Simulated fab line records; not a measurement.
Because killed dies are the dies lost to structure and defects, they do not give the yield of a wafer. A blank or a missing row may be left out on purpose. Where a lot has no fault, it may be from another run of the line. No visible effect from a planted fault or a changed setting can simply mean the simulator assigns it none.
Chamber matching || flow n5-finfet || N5_BEOL_M0_SAQP_SPACER2_ETCHBACK_27 on rie-diel-03: 4 sister chambers
The step etches SiO2 in CHF3/O2, target depth 22.5 nm, time 11.25 s. 8 wafers are shown with their chamber, then 10 later ones without.

== WAFERS PAIRED WITH THEIR CHAMBERS ==
{"wafer": "L079.3", "chamber": 2, "showerhead-plenum-p-Torr (Torr)": 2.52, "throttle-valve-pct (%)": 18.60}
{"wafer": "L084.2", "chamber": 0, "showerhead-plenum-p-Torr (Torr)": 2.41, "throttle-valve-pct (%)": 18.45}
{"wafer": "L084.4", "chamber": 1, "showerhead-plenum-p-Torr (Torr)": 2.46, "throttle-valve-pct (%)": 19.30}
{"wafer": "L089.2", "chamber": 3, "showerhead-plenum-p-Torr (Torr)": 2.57, "throttle-valve-pct (%)": 18.78}
{"wafer": "L089.4", "chamber": 0, "showerhead-plenum-p-Torr (Torr)": 2.40, "throttle-valve-pct (%)": 18.48}
{"wafer": "L089.6", "chamber": 1, "showerhead-plenum-p-Torr (Torr)": 2.46, "throttle-valve-pct (%)": 19.33}
{"wafer": "L090.2", "chamber": 3, "showerhead-plenum-p-Torr (Torr)": 2.57, "throttle-valve-pct (%)": 18.79}
{"wafer": "L090.4", "chamber": 2, "showerhead-plenum-p-Torr (Torr)": 2.52, "throttle-valve-pct (%)": 18.60}

== WAFERS WHOSE CHAMBER IS MISSING ==
{"wafer": "L090.5", "showerhead-plenum-p-Torr (Torr)": 2.46, "throttle-valve-pct (%)": 19.32}
{"wafer": "L092.1", "showerhead-plenum-p-Torr (Torr)": 2.52, "throttle-valve-pct (%)": 18.61}
{"wafer": "L092.4", "showerhead-plenum-p-Torr (Torr)": 2.56, "throttle-valve-pct (%)": 18.81}
{"wafer": "L092.6", "showerhead-plenum-p-Torr (Torr)": 2.56, "throttle-valve-pct (%)": 18.79}
{"wafer": "L093.1", "showerhead-plenum-p-Torr (Torr)": 2.52, "throttle-valve-pct (%)": 18.61}
{"wafer": "L093.5", "showerhead-plenum-p-Torr (Torr)": 2.56, "throttle-valve-pct (%)": 18.80}
{"wafer": "L093.6", "showerhead-plenum-p-Torr (Torr)": 2.52, "throttle-valve-pct (%)": 18.61}
{"wafer": "L094.2", "showerhead-plenum-p-Torr (Torr)": 2.56, "throttle-valve-pct (%)": 18.80}
{"wafer": "L094.3", "showerhead-plenum-p-Torr (Torr)": 2.52, "throttle-valve-pct (%)": 18.62}
{"wafer": "L094.4", "showerhead-plenum-p-Torr (Torr)": 2.40, "throttle-valve-pct (%)": 18.48}

== THE CHAMBER EACH PASSED THROUGH ==
{"wafer": "L090.5", "from the rows above": 1, "in truth": 1}
{"wafer": "L092.1", "from the rows above": 2, "in truth": 2}
{"wafer": "L092.4", "from the rows above": 3, "in truth": 3}
{"wafer": "L092.6", "from the rows above": 3, "in truth": 3}
{"wafer": "L093.1", "from the rows above": 2, "in truth": 2}
{"wafer": "L093.5", "from the rows above": 3, "in truth": 3}
{"wafer": "L093.6", "from the rows above": 2, "in truth": 2}
{"wafer": "L094.2", "from the rows above": 3, "in truth": 3}
{"wafer": "L094.3", "from the rows above": 2, "in truth": 2}
{"wafer": "L094.4", "from the rows above": 0, "in truth": 0}
Placed correctly: 10 of 10. Left unplaced by these rows: 0. Number placed wrongly: 0.
How it was worked out, from the rows above alone: a wafer's distance from a chamber is the root of the sum, over the readings, of the square of ((its reading less the chamber's mean) divided by the reading's scatter). The wafer belongs to the nearest chamber; if the next one is less than 2 further off, it can't be placed. A chamber's mean is the mean of its shown wafers. How the scatter is found: for the shown wafers, subtract from each reading the mean of its chamber, square and add these, divide the total by (wafers less chambers), then take the root.
